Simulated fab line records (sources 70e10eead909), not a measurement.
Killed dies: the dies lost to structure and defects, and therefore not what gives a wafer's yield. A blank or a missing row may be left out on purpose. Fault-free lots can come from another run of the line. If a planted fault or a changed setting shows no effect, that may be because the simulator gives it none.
fab line records	flow nandHarc
[record] lots = 14	wafers = 42	lastDay = 34
route steps=1302 shown A_DECK1_JOINT@544 A_ONON_D2@557 END@1302
lots untouched by any fault: they come from a run of this same line in which no faults occurred
startH: the number of hours between the record's first day and the start of the first shown wafer of the lot	waitH: how many hours have passed since the lot's step before this one	" the same as in the row above	L1.1+2: a single row standing in for several wafers	- no value, or no start was given	* or withheld: withheld	< > ~ a bound
route shown NAME@n: a module of which the file shows steps, and the number in the route of the first	usual: average and standard deviation across the fault-free wafers	same: alike in all rows	chamber/n: place in a boat	sites: each site's reading	_std_site: their standard deviation	_edge_site: the outer-site mean with the inner-site mean subtracted	radiusMm: how far each site lies from the wafer's centre	mask NAME#n: copy n	behind: the tool/chamber that last shaped the wafer	hold: reason for holding the lot/hours on hold/outcome of the hold	device: whichever transistor did not switch (one of n, p or np)	end of line: tests run on the same wafers once the route is complete	where a step has no rows: the recipe by itself	killed: the dies lost at the first sort to structure and to defects; this is not the yield of the wafer	map: per-die view of a wafer (x killed, . not killed, _ where there is no die)
set.NAME: setting as actually run; set.NAME@STEP: the setting as run at that earlier step	model.NAME: the simulator's own value behind a step, which no gauge read
steps of the route over a sample of lots; a table a step, a row a wafer
services: the hour from which a tool's chamber was out of use, counted from the record's first day as startH (under 0 if before that day), plus the number of hours and why
[[steps]]
[step NHARC_A_DECK1_JOINT_INSPECT_05]
[usual] rawDefectCount = 311/130
lot.wafer	tool	chamber	startH	waitH	rawDefectCount
L934.1	defectInspect-02	-	269.57	0.0	356
L934.2	"	-	"	"	259
L934.6	"	-	"	"	297
L936.3	defectInspect-02	-	288.34	0.0	200
L936.4	"	-	"	"	164
L936.5	"	-	"	"	278
L935.1	defectInspect-01	-	288.35	0.0	242
L935.2	"	-	"	"	297
L935.6	"	-	"	"	297
L938.2	defectInspect-02	-	301.19	0.0	225
L938.5	"	-	"	"	207
L938.6	"	-	"	"	296
L939.2	defectInspect-01	-	318.51	0.0	279
L939.3	"	-	"	"	260
L939.4	"	-	"	"	276
L946.2	defectInspect-02	-	384.51	0.0	288
L946.4	"	-	"	"	327
L946.5	"	-	"	"	180
L947.1	defectInspect-02	-	412.77	0.0	612
L947.2	"	-	"	"	246
L947.5	"	-	"	"	263
L948.1	defectInspect-02	-	419.85	0.0	292
L948.3	"	-	"	"	276
L948.4	"	-	"	"	240
L949.1	defectInspect-01	-	438.09	0.0	357
L949.5	"	-	"	"	260
L949.6	"	-	"	"	237
L950.1	defectInspect-02	-	438.09	0.0	206
L950.3	"	-	"	"	242
L950.5	"	-	"	"	402
L954.2	defectInspect-02	-	474.69	0.0	404
L954.3	"	-	"	"	386
L954.5	"	-	"	"	555
L957.2	defectInspect-02	-	497.26	0.0	459
L957.3	"	-	"	"	321
L957.4	"	-	"	"	293
L956.1	defectInspect-01	-	497.26	0.0	175
L956.4	"	-	"	"	123
L956.6	"	-	"	"	157
L955.1	defectInspect-01	-	497.43	0.0	271
L955.4	"	-	"	"	381
L955.6	"	-	"	"	303
[step NHARC_A_ONON_D2_THK_MEAS_18]
[recipe] thkMeasGauge = ellipsometry
[usual] thkNm = 1001/9.3
lot.wafer	tool	chamber	startH	waitH	thkNm
L934.1	filmMetro-01	-	280.20	-	994
L934.2	"	-	"	"	995
L934.6	"	-	"	"	995
L936.3	filmMetro-01	-	298.93	-	1004
L936.4	"	-	"	"	1006
L936.5	"	-	"	"	1003
L935.1	filmMetro-02	-	298.94	-	997
L935.2	"	-	"	"	998
L935.6	"	-	"	"	998
L938.2	filmMetro-01	-	313.81	-	995
L938.5	"	-	"	"	994
L938.6	"	-	"	"	994
L939.2	filmMetro-01	-	329.09	-	1027
L939.3	"	-	"	"	1030
L939.4	"	-	"	"	1027
L946.2	filmMetro-01	-	395.07	-	998
L946.4	"	-	"	"	997
L946.5	"	-	"	"	994
L947.1	filmMetro-02	-	423.69	-	1002
L947.2	"	-	"	"	1001
L947.5	"	-	"	"	1002
L948.1	filmMetro-02	-	431.69	-	1003
L948.3	"	-	"	"	1003
L948.4	"	-	"	"	1004
L950.1	filmMetro-02	-	448.31	-	1003
L950.3	"	-	"	"	1004
L950.5	"	-	"	"	1003
L949.1	filmMetro-01	-	448.32	-	995
L949.5	"	-	"	"	992
L949.6	"	-	"	"	996
L954.2	filmMetro-01	-	485.28	-	1004
L954.3	"	-	"	"	1003
L954.5	"	-	"	"	1002
L956.1	filmMetro-01	-	507.87	-	988
L956.4	"	-	"	"	988
L956.6	"	-	"	"	989
L957.2	filmMetro-02	-	507.87	-	997
L957.3	"	-	"	"	997
L957.4	"	-	"	"	997
L955.1	filmMetro-02	-	507.87	-	997
L955.4	"	-	"	"	996
L955.6	"	-	"	"	996
[step NHARC_A_ONON_D2_THK_MEAS_24]
[recipe] thkMeasGauge = ellipsometry
[usual] thkNm = 1001/9.2
lot.wafer	tool	chamber	startH	waitH	thkNm
L934.1	filmMetro-01	-	281.32	-	1013
L934.2	"	-	"	"	1014
L934.6	"	-	"	"	1014
L936.3	filmMetro-02	-	300.07	-	999
L936.4	"	-	"	"	999
L936.5	"	-	"	"	1000
L935.1	filmMetro-01	-	300.07	-	1016
L935.2	"	-	"	"	1017
L935.6	"	-	"	"	1017
L938.2	filmMetro-02	-	314.94	-	1008
L938.5	"	-	"	"	1007
L938.6	"	-	"	"	1007
L939.2	filmMetro-01	-	330.23	-	992
L939.3	"	-	"	"	991
L939.4	"	-	"	"	990
L946.2	filmMetro-02	-	396.20	-	1012
L946.4	"	-	"	"	1011
L946.5	"	-	"	"	1014
L947.1	filmMetro-02	-	424.82	-	1003
L947.2	"	-	"	"	1003
L947.5	"	-	"	"	1004
L948.1	filmMetro-02	-	432.84	-	1002
L948.3	"	-	"	"	1003
L948.4	"	-	"	"	1003
L950.1	filmMetro-01	-	449.44	-	995
L950.3	"	-	"	"	994
L950.5	"	-	"	"	993
L949.1	filmMetro-02	-	449.45	-	1010
L949.5	"	-	"	"	1010
L949.6	"	-	"	"	1009
L954.2	filmMetro-01	-	486.41	-	1007
L954.3	"	-	"	"	1006
L954.5	"	-	"	"	1008
L956.1	filmMetro-01	-	509.00	-	997
L956.4	"	-	"	"	995
L956.6	"	-	"	"	994
L957.2	filmMetro-02	-	509.00	-	992
L957.3	"	-	"	"	990
L957.4	"	-	"	"	993
L955.1	filmMetro-02	-	509.01	-	1007
L955.4	"	-	"	"	1007
L955.6	"	-	"	"	1009
[step NHARC_A_ONON_D2_DEP_25]
[recipe] targetThkA = 10000	n2FlowSccm = 2750	n2oFlowSccm = 2000	nh3FlowSccm = 500	sih4FlowSccm = 210	tempC = 400
lot.wafer	tool	chamber	startH	waitH
L934.1+2+6	pecvdOnon-03	0	281.37	0.1
L935.1+2+6	pecvdOnon-03	0	300.13	0.1
L936.3+4+5	pecvdOnon-02	0	300.24	0.2
L938.2+5+6	pecvdOnon-03	0	315.06	0.1
L939.2+3+4	pecvdOnon-04	0	330.34	0.1
L946.2+4+5	pecvdOnon-03	0	396.32	0.1
L947.1+2+5	pecvdOnon-03	0	424.87	0.1
L948.1+3+4	pecvdOnon-04	0	432.89	0.1
L950.1+3+5	pecvdOnon-02	0	449.49	0.1
L949.1+5+6	pecvdOnon-04	0	449.51	0.1
L954.2+3+5	pecvdOnon-03	0	486.53	0.1
L956.1+4+6	pecvdOnon-04	0	509.06	0.1
L955.1+4+6	pecvdOnon-02	0	509.06	0.1
L957.2+3+4	pecvdOnon-03	0	509.11	0.1
[step NHARC_A_ONON_D2_THK_MEAS_27]
[recipe] thkMeasGauge = ellipsometry
[usual] thkNm = 1002/8.9
lot.wafer	tool	chamber	startH	waitH	thkNm
L934.1	filmMetro-02	-	281.89	-	1014
L934.2	"	-	"	"	1014
L934.6	"	-	"	"	1014
L936.3	filmMetro-02	-	300.63	-	1003
L936.4	"	-	"	"	1003
L936.5	"	-	"	"	1005
L935.1	filmMetro-01	-	300.64	-	1001
L935.2	"	-	"	"	1000
L935.6	"	-	"	"	1002
L938.2	filmMetro-01	-	315.51	-	1001
L938.5	"	-	"	"	1000
L938.6	"	-	"	"	1001
L939.2	filmMetro-01	-	330.79	-	1000
L939.3	"	-	"	"	1001
L939.4	"	-	"	"	1000
L946.2	filmMetro-02	-	396.77	-	582
L946.4	"	-	"	"	582
L946.5	"	-	"	"	583
L947.1	filmMetro-01	-	425.38	-	576
L947.2	"	-	"	"	576
L947.5	"	-	"	"	573
L948.1	filmMetro-02	-	433.41	-	1020
L948.3	"	-	"	"	1020
L948.4	"	-	"	"	1021
L950.1	filmMetro-02	-	450.00	-	1001
L950.3	"	-	"	"	999
L950.5	"	-	"	"	1000
L949.1	filmMetro-01	-	450.02	-	1006
L949.5	"	-	"	"	1005
L949.6	"	-	"	"	1004
L954.2	filmMetro-01	-	486.98	-	1004
L954.3	"	-	"	"	1004
L954.5	"	-	"	"	1003
L957.2	filmMetro-02	-	509.56	-	997
L957.3	"	-	"	"	995
L957.4	"	-	"	"	997
L956.1	filmMetro-01	-	509.56	-	988
L956.4	"	-	"	"	987
L956.6	"	-	"	"	987
L955.1	filmMetro-02	-	509.57	-	999
L955.4	"	-	"	"	999
L955.6	"	-	"	"	999
[step NHARC_END_SORT_01]
[recipe] tempC = 25
[usual] killedAtArray = 63/27	killedAtOther = 0.7/1.2	killedAtPeriphery = 3.1/2	killedDies = 67/28	killedOpen = 3.0/1.9	killedShort = 2.2/1.5
[same] grossDies = 677
lot.wafer	tool	chamber	startH	waitH	killedAtArray	killedAtOther	killedAtPeriphery	killedDies	killedOpen	killedShort
L946.2	prober-02	0	670.38	2.8	673	3	1	677	2	2
L946.4	prober-02	0	671.98	3.4	676	0	1	677	1	2
L946.5	prober-02	0	672.78	3.7	675	0	2	677	3	5
L948.3	prober-02	0	700.84	3.1	52	0	8	60	2	0
L948.4	prober-02	0	701.64	3.4	54	0	5	59	3	1
L947.1	prober-01	0	699.25	2.5	675	0	2	677	2	2
L947.2	prober-01	0	700.04	2.8	675	1	1	677	3	2
L947.5	prober-01	0	702.43	3.7	672	1	4	677	2	2
L949.1	prober-01	0	739.55	2.5	74	0	2	76	0	2
L949.5	prober-01	0	742.79	3.7	70	0	3	73	2	2
// killed by level:class
L946.2 A_ONON_D2:areaDep=644 A_CONTACT:chamberFilmFlake=6 A_CHANNEL_HOLE_D1:chamberFilmFlake=5 A_DECK1_JOINT:chamberFilmFlake=4 A_SLIT:chamberFilmFlake=3 A_BLC:chamberFilmFlake=3 THIN_TSV:chamberFilmFlake=3 A_ZERO_WELL:chamberFilmFlake=2
L946.4 A_ONON_D2:areaDep=650 A_CHANNEL_HOLE_D1:chamberFilmFlake=6 A_SLIT:chamberFilmFlake=4 A_CONTACT:chamberFilmFlake=4 A_BLC:chamberFilmFlake=3 A_CHANNEL_FILL_D1:chamberFilmFlake=2 A_STAIRCASE:chamberFilmFlake=2 P_CONTACT:geometricParticle:short=1
L946.5 A_ONON_D2:areaDep=638 A_CHANNEL_HOLE_D1:chamberFilmFlake=11 A_CONTACT:chamberFilmFlake=5 A_SLIT:chamberFilmFlake=3 A_ONON_D1:geometricParticle:short=2 A_ZERO_WELL:chamberFilmFlake=2 A_CHANNEL_FILL_D1:chamberFilmFlake=2 A_DECK1_JOINT:chamberFilmFlake=2
L947.1 A_ONON_D2:areaDep=637 A_CHANNEL_HOLE_D2:chamberFilmFlake=19 A_CONTACT:chamberFilmFlake=8 A_CHANNEL_HOLE_D1:chamberFilmFlake=6 P_STI:geometricParticle:short=1 A_CHANNEL_FILL_D1:geometricParticle:open=1 A_CHANNEL_FILL_D1:geometricParticle:short=1 A_ONON_D2:geometricParticle:open=1
L947.2 A_ONON_D2:areaDep=638 A_CHANNEL_HOLE_D2:chamberFilmFlake=23 A_CHANNEL_HOLE_D1:chamberFilmFlake=5 A_SLIT:chamberFilmFlake=2 A_CONTACT:chamberFilmFlake=2 P_STI:geometricParticle:short=1 A_CHANNEL_HOLE_D1:geometricParticle:open=1 A_DECK1_JOINT:geometricParticle:short=1
L948.3 A_SLIT:chamberFilmFlake=26 A_CONTACT:chamberFilmFlake=6 P_M1:chamberFilmFlake=5 A_CHANNEL_HOLE_D1:chamberFilmFlake=4 A_WL_FILL:chamberFilmFlake=4 P_GATE:chamberFilmFlake=3 A_CHANNEL_FILL_D1:chamberFilmFlake=3 A_BLC:chamberFilmFlake=3
L948.4 A_SLIT:chamberFilmFlake=30 A_CHANNEL_HOLE_D1:chamberFilmFlake=8 A_CONTACT:chamberFilmFlake=5 A_BLC:chamberFilmFlake=4 P_GATE:chamberFilmFlake=2 P_M1:chamberFilmFlake=2 P_M0:geometricParticle:open=1 A_ONON_D2:geometricParticle:open=1
L947.5 A_ONON_D2:areaDep=636 A_CHANNEL_HOLE_D2:chamberFilmFlake=17 A_CONTACT:chamberFilmFlake=6 A_CHANNEL_HOLE_D1:chamberFilmFlake=5 P_GATE:chamberFilmFlake=3 A_STAIRCASE:chamberFilmFlake=2 A_SLIT:chamberFilmFlake=2 A_CHANNEL_FILL_D1:geometricParticle:short=1
L949.1 A_CHANNEL_HOLE_D1:chamberFilmFlake=30 A_CHANNEL_HOLE_D2:chamberFilmFlake=30 A_CONTACT:chamberFilmFlake=7 P_GATE:chamberFilmFlake=2 A_CHANNEL_FILL_D2:chamberFilmFlake=2 A_SLIT:chamberFilmFlake=2 A_CHANNEL_FILL_D2:geometricParticle:short=1 A_WL_FILL:geometricParticle:short=1
L949.5 A_CHANNEL_HOLE_D1:chamberFilmFlake=29 A_CHANNEL_HOLE_D2:chamberFilmFlake=22 A_CONTACT:chamberFilmFlake=9 A_SLIT:chamberFilmFlake=3 A_SGD_CUT:chamberFilmFlake=2 P_CONTACT:geometricParticle:open=1 A_ONON_D1:geometricParticle:open=1 A_CHANNEL_FILL_D1:geometricParticle:short=1
[[services]]
tool	chamber	startH	hours	kind
pecvdOnon-04	-	311.30	13.0	pm
pecvdOnon-02	-	366.00	13.0	pm
pecvdOnon-03	-	408.00	13.0	pm
pecvdOnon-04	-	492.30	13.0	pm
[[key]]
[firstSign] step = NHARC_A_ONON_D2_THK_MEAS_27	reading = thkNm	direction = down	sigmas = 48	usual = 1002	struck = 579
[effect] step = NHARC_END_SORT_01	reading = killedAtArray	direction = up	sigmas = 22	usual = 63	struck = 674
[moreKillsBornAt] NHARC_A_ONON_D2_DEP_25@pecvdOnon-03 = 3843
metAt NHARC_A_ONON_D2_DEP_25
struckLots L946,L947
struckWafers L946.2,L946.4,L946.5,L947.1,L947.2,L947.5
laterRowsLeftOut L946.2,L946.4,L946.5,L947.1,L947.2,L947.5
testerLeftOut L946,L947
notActingAt NHARC_A_DECK1_JOINT_INSPECT_05,NHARC_A_ONON_D2_THK_MEAS_18,NHARC_A_ONON_D2_THK_MEAS_24
onsetBetween 315.06 396.32
[fault] kind = processParameterDrift	tool = pecvdOnon-03	chamber = 0	onsetH = 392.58	steps = NHARC_A_ONON_D2_DEP_25	channel = targetThkA	offset = *	shape = step	endH = 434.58	actsIn = *	stated = *
// testerLeftOut: of these lots the tester's yield and bins aren't shown, on N5 and GAA mostly nor the transistor test; their killed dies are dies lost to structure and defects alone, not to doping, threshold or leakage, so they don't give the yield
// laterRowsLeftOut: the simulator's readings of these wafers behind a module that went badly wrong aren't trusted and aren't shown, but for the sort
